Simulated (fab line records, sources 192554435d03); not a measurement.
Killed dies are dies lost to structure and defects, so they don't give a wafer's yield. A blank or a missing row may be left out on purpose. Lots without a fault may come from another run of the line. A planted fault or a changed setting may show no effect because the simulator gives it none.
Chamber matching | flow n5_finfet | N5_FIN_CUT_CUT_ETCH_15 on rie_si-04: 4 sister chambers
The step etches Si in HBr/Cl2/O2, target depth 100 nm, bt time 10 s, time 42.4 s. 14 wafers are shown with their chamber, then 7 later ones without.

WAFERS WITH THEIR CHAMBER
wafer  | chamber | drypump_motor_current_A (A) | oes_product_au (a.u.)
L074.1 | 0       | 5.0                         | 0.981
L074.2 | 1       | 5.7                         | 1.037
L074.3 | 2       | 5.3                         | 1.029
L074.4 | 3       | 5.4                         | 1.003
L074.5 | 1       | 5.8                         | 1.034
L074.6 | 0       | 5.0                         | 0.991
L075.1 | 3       | 5.4                         | 0.999
L075.2 | 1       | 5.7                         | 1.029
L075.6 | 3       | 5.5                         | 1.006
L080.1 | 1       | 5.8                         | 1.022
L080.4 | 3       | 5.4                         | 1.012
L080.5 | 1       | 5.8                         | 1.027
L081.1 | 2       | 5.4                         | 1.029
L081.3 | 0       | 5.0                         | 0.988

SIGNATURES (means of the wafers above)
reading                 | chamber 0 | chamber 1 | chamber 2 | chamber 3 | scatter within a chamber
drypump_motor_current_A | 5.000     | 5.760     | 5.350     | 5.425     | 0.0495
oes_product_au          | 0.98667   | 1.02980   | 1.02900   | 1.00500   | 0.00531
Rule: a wafer's distance from a chamber is the root of the sum, over the readings, of the square of ((its reading less the chamber's mean) divided by the reading's scatter). The wafer belongs to the nearest chamber; if the next one is less than 2 further off, it can't be placed. The scatter: the root of (the sum of the squares of (reading less its chamber's mean) over the shown wafers, divided by (wafers less chambers)).

WAFERS WITHOUT THEIR CHAMBER
wafer  | drypump_motor_current_A (A) | oes_product_au (a.u.)
L081.5 | 5.0                         | 0.994
L086.1 | 5.7                         | 1.029
L086.2 | 5.4                         | 1.004
L086.3 | 5.0                         | 0.991
L086.4 | 5.4                         | 1.027
L086.5 | 5.0                         | 0.980
L086.6 | 5.8                         | 1.030

WHICH CHAMBER EACH WENT THROUGH
wafer  | from the rows above | in truth
L081.5 | 0                   | 0
L086.1 | 1                   | 1
L086.2 | 3                   | 3
L086.3 | 0                   | 0
L086.4 | 2                   | 2
L086.5 | 0                   | 0
L086.6 | 1                   | 1
Placed correctly: 7 of 7. Can't be placed from these rows: 0. Placed wrongly: 0.
